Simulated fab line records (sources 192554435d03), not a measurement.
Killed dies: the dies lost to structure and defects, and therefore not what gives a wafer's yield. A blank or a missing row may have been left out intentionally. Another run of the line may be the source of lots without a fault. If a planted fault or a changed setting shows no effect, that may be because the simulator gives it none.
Chamber matching	flow n5 finfet	pecvd-02 running N5_BEOL_M9_PECVD_70: 3 sister chambers
The step deposits SiO2 from TEOS/O2, target thk 20 nm, time 22.7 s. 3 wafers are shown with their chamber, then 10 later ones without.

## WAFERS, EACH WITH ITS CHAMBER
wafer	chamber	throttle valve pct (%)
L088.4	2	20.9
L091.4	0	22.2
L091.5	1	22.2

## WAFERS MISSING THEIR CHAMBER
wafer	throttle valve pct (%)
L091.6	22.1
L090.1	22.3
L090.2	22.1
L090.3	22.3
L090.4	21.9
L090.5	22.1
L090.6	22.1
L093.1	21.9
L093.4	21.8
L093.5	21.9

## WHICH CHAMBER EACH WENT THROUGH
wafer	from the rows above	in truth
L091.6	can't be placed: 0 or 1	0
L090.1	can't be placed: 0 or 1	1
L090.2	can't be placed: 0 or 1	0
L090.3	can't be placed: 0 or 1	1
L090.4	can't be placed: 0 or 1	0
L090.5	can't be placed: 0 or 1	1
L090.6	can't be placed: 0 or 1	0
L093.1	can't be placed: 0 or 1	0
L093.4	can't be placed: 0 or 1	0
L093.5	can't be placed: 0 or 1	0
Placed correctly: 0 of 10. Can't be placed from these rows: 10 (the true chamber is among the candidates in 10). Placed wrongly: 0.
How it was worked out, from the rows above alone: a wafer's distance from a chamber is the root of the sum, over the readings, of the square of ((its reading less the chamber's mean) divided by the reading's scatter). The wafer belongs to the nearest chamber; if the next one is less than 2 further off, it can't be placed. For every chamber, the mean is computed from those of its wafers that are shown. The scatter (one wafer shown for each chamber): square how far every hidden wafer sits from the nearest shown wafer, average those squares and take the square root.
